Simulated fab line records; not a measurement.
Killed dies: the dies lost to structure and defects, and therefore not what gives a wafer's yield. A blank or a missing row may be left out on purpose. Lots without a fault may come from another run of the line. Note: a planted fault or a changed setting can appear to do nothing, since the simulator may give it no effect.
8D (eight disciplines) problem report, filled in by code ; flow n5-finfet ; the parts of the form that need people (team, actions taken, sign-off) are left out

1. WHAT WENT WRONG
killed_at_M4_up at N5_PASSIVATION_PROBE_49 reads a mean of 157 on 2 wafers of 2 lots; wafers without a fault read 13 with a standard deviation of 5. That puts it +29 standard deviations away from the usual mean.
The first sign was on wafer L472.1 at day 17 07:48, on prober-01. At this step, 30 wafers from 10 lots have a number in the record. Rule for "out", or "out of limits": more than 4 standard deviations from the usual mean. Any other wafer with a number is counted as sound.

2. WHAT IT IS, WHAT IT ISN'T
question;is;is not
which readings at this step;killed_at_M4_up, defect-limited-yield, killed-dies, sort_bin_5_function, sort-n-pass, sort-yield-pct;killed_at_M0_to_M3, killed-at-contacts, killed-at-front-end, killed-at-other, killed-on-rim, killed-open, killed-short
which lots;L471, L472;L453, L459, L461, L462, L466, L468, L475, L476
which wafers of those lots;L471.4, L472.1;L471.1, L471.2, L472.3, L472.6
read on which tools;prober-01, prober-02;-
when;from day 17 07:48;"up to then (18 sound wafers); but 10 sound wafers of L471, L472, L475, L476 came after"

3. WHAT RULES OUT EACH SUSPECT
Counting: any tool at a process step up to the reading remains a suspect provided it ran every lot that is out. Sound lots after the first of them don't rule it out here, since some wafers of a struck lot are sound.
- rie-diel-01 at N5_BEOL_M15_TRENCH_ETCH_34 (etches SiO2 in C4F8/O2/Ar, target depth 872.93 nm, time 199 s): kept. It ran every lot that is out, first L472 (day 16 11:47); its last sound lot up to then is L466 (day 14 16:53).
- At N5_BEOL_M15_TRENCH_ETCH_34, inside rie-diel-01: chamber 2 took the wafers that are out, while their sound lot-mates went through chambers 0, 1, 3.
Remaining after the count: rie-diel-01 at N5_BEOL_M15_TRENCH_ETCH_34.

4. THE CAUSE (what the simulator had put in)
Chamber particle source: rie-diel-01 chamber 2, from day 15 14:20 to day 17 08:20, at N5_BEOL_M15_TRENCH_ETCH_34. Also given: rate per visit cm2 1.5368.
This tool alone remained once counting was done.

5. THE EFFECT CHAIN, in route order
One row per reading whose mean, taken over the struck wafers that have a number, lies over 3 standard deviations from the usual. Only readings for which the record gives a usual standard deviation are gone through. hours: the time from each lot's start at the first step in this table that gives one to its start at this step, as a median over the lots. sigmas: the change in usual standard deviations.
hours;step;reading;usual;on struck wafers;change;sigmas
0;N5_PASSIVATION_PROBE_49;defect-limited-yield;91.1 %;79.5;-11.6;-7.7
0;N5_PASSIVATION_PROBE_49;killed_at_M4_up;13;157;+144;+29
0;N5_PASSIVATION_PROBE_49;killed-dies;106;242;+136;+8.0
0;N5_PASSIVATION_PROBE_49;sort_bin_5_function;5.3 %;12.9;+7.6;+8.0
0;N5_PASSIVATION_PROBE_49;sort-n-pass;1074;938;-136;-8.0
0;N5_PASSIVATION_PROBE_49;sort-yield-pct;91.1 %;79.5;-11.6;-7.7
Its process steps:
- N5_PASSIVATION_PROBE_49

6. WHAT WOULD HAVE CAUGHT IT SOONER
In this record no reading fell out of limits until day 17 07:48, 41 hours after the fault had begun at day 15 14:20.
An alarm limit of 4 standard deviations would not have fired on the tool readings at N5_BEOL_M15_TRENCH_ETCH_34 for which the record gives a usual standard deviation, since none of them was out on any struck wafer.
Each of the lots that are out, 2 in all, had begun N5_BEOL_M15_TRENCH_ETCH_34 on rie-diel-01 no later than day 17 07:48. Had the tool been put on hold then, not one of them would have been saved.
